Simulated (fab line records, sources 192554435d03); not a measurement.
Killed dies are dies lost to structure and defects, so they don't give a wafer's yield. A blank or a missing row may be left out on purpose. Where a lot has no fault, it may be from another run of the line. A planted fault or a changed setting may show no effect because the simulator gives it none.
A lot that was struck, set against a sound lot + flow n5_finfet + 36 out of 1938 route steps
Sound: these wafers, L284.1, L284.3, L284.4. Wafers struck: L285.1, L285.4, L285.5. The cause is named last.
Each step with rows lists, per side, the tool, then ch with its chambers, then its first start. Under that, the readings that differ: sound wafers + struck wafers + difference of the means + sigmas: that difference in standard deviations of wafers without a fault.
alike: readings whose means differ by less than 2 such deviations, and words and numbers that are the same on both sides. not compared: withheld readings, readings that some wafer has no value for, bounds like >300 that may hide the same value, and numbers for which the record gives no deviation and whose values overlap.
The two part at a step that has a row with sigmas, a row that says differs or no value, or rows on one side only. When numbers do not overlap yet have no deviation, they are printed without sigmas and do not part them. Lack of a reading on every wafer of one side parts them only where that side has two or more wafers.

first, 9 steps without rows for these wafers: N5_BEOL_M10_SURFACE_TREAT_76; N5_BEOL_M10_CVD_75 (deposits Co from CCTBA/H2, target thk 2 nm, time 138.9 s); N5_BEOL_M10_SPUTTER_48 (material Cu, target thk 12 nm, time 2 s); N5_BEOL_M10_ECD_50 (material Cu, target thk 318 nm); N5_BEOL_M10_ANNEAL_51 (time 90 s); N5_BEOL_M10_CMP_52 (polishes, stops on SiCOH lowk, t overpolish 7 s, target thk 140 nm); N5_BEOL_M10_PRE_CLEAN_55 (time 15 s); N5_BEOL_M10_DEP_56 (deposits SiCN from 3MS/NH3, target thk 15 nm, time 26.5 s); N5_BEOL_M11_ILD_DEP_00 (deposits SiCOH lowk from DEMS/porogen, target thk 308.51 nm, time 58 s).
N5_BEOL_M11_CURE_71: cures SiCOH lowk, time 240 s.
  sound on uv_cure-01 ch 0, day 12 04:46; struck on uv_cure-03 ch 1, day 12 10:19
  no value came back on the struck wafers for lamp_power_pct (%), run_length_s (s), wafer_temp_C_max; on the sound wafers lamp_power_pct (%) reads 52.24 52.38 52.25
| reading                                             | sound       | struck          | difference | sigmas |
|-----------------------------------------------------|-------------|-----------------|------------|--------|
| model.SiCOH_lowk_of_BEOL_M11_ILD_DEP_00.thk_nm (nm) | 264 263 267 | 302 306.6 311.2 | +42        |        |
N5_BEOL_M11_THK_MEAS_01:
  struck on film_metro-02, day 12 10:50; sound on film_metro-02, day 12 05:16
| reading          | sound       | struck      | difference | sigmas |
|------------------|-------------|-------------|------------|--------|
| M11_ILD_THK (nm) | 264 263 267 | 302 307 311 | +42        | +13    |
then, 24 steps without rows for these wafers: N5_BEOL_M11_PECVD_70 (deposits SiO2 from TEOS/O2, target thk 20 nm, time 22.7 s); N5_BEOL_M11_HM_DEP_02 (deposits TiN, target thk 20 nm); N5_BEOL_M11_COAT_59 (time 60 s, resist thk 100 nm); N5_BEOL_M11_COAT_60 (time 60 s, resist thk 30 nm); N5_BEOL_M11_COAT_05 (resist thk 90 nm); N5_BEOL_M11_EBR_07; N5_BEOL_M11_SOFTBAKE_06 (time 60 s); N5_BEOL_M11_EXPOSE_08 (exposes mask M11); N5_BEOL_M11_PEB_09 (peb time 60 s); N5_BEOL_M11_DEVELOP_10 (develop time 30 s); N5_BEOL_M11_DESCUM_16 (chemistry O2, time 7.9 s); N5_BEOL_M11_ETCH_61 (etches SiARC in CF4, target depth 39 nm, time 65 s); N5_BEOL_M11_ETCH_62 (etches SOC in N2/H2, target depth 110 nm, overetch 22 nm, time 165 s); N5_BEOL_M11_STRIP_68 (strips in N2/H2); N5_BEOL_M11_STRIP_67 (strips in CF4); N5_BEOL_M11_HM_OPEN_17 (chemistry Cl2/BCl3, target TiN, target depth 20 nm, overetch 6 nm); N5_BEOL_M11_STRIP_19 (strips in O2); N5_BEOL_M11_COAT_63 (time 60 s, resist thk 100 nm); N5_BEOL_M11_COAT_64 (time 60 s, resist thk 30 nm); N5_BEOL_M11_COAT_22 (resist thk 90 nm); N5_BEOL_M11_EBR_24; N5_BEOL_M11_SOFTBAKE_23 (time 60 s); N5_BEOL_M11_EXPOSE_25 (exposes mask V10); N5_BEOL_M11_PEB_26 (peb time 60 s).
N5_BEOL_M11_CMP_52: polishes, stops on SiCOH lowk, t overpolish 7 s, target thk 140 nm.
  sound on cmp-01 ch 1,2,3, day 12 12:59; struck on cmp-01 ch 0,1, day 12 18:26
| reading                                             | sound       | struck          | difference | sigmas |
|-----------------------------------------------------|-------------|-----------------|------------|--------|
| model.SiCOH_lowk_of_BEOL_M11_ILD_DEP_00.thk_nm (nm) | 261 260 264 | 299 303.6 308.2 | +42        |        |
  alike: head_pressure_psi, motor_current_A

== WHERE THEY PART ==
Last at N5_BEOL_M11_THK_MEAS_01 as far as this record goes, first at N5_BEOL_M11_CURE_71. Later steps at which nothing parts them and some readings are alike: N5_BEOL_M11_CMP_52.

WHY: what had been put in by the simulator
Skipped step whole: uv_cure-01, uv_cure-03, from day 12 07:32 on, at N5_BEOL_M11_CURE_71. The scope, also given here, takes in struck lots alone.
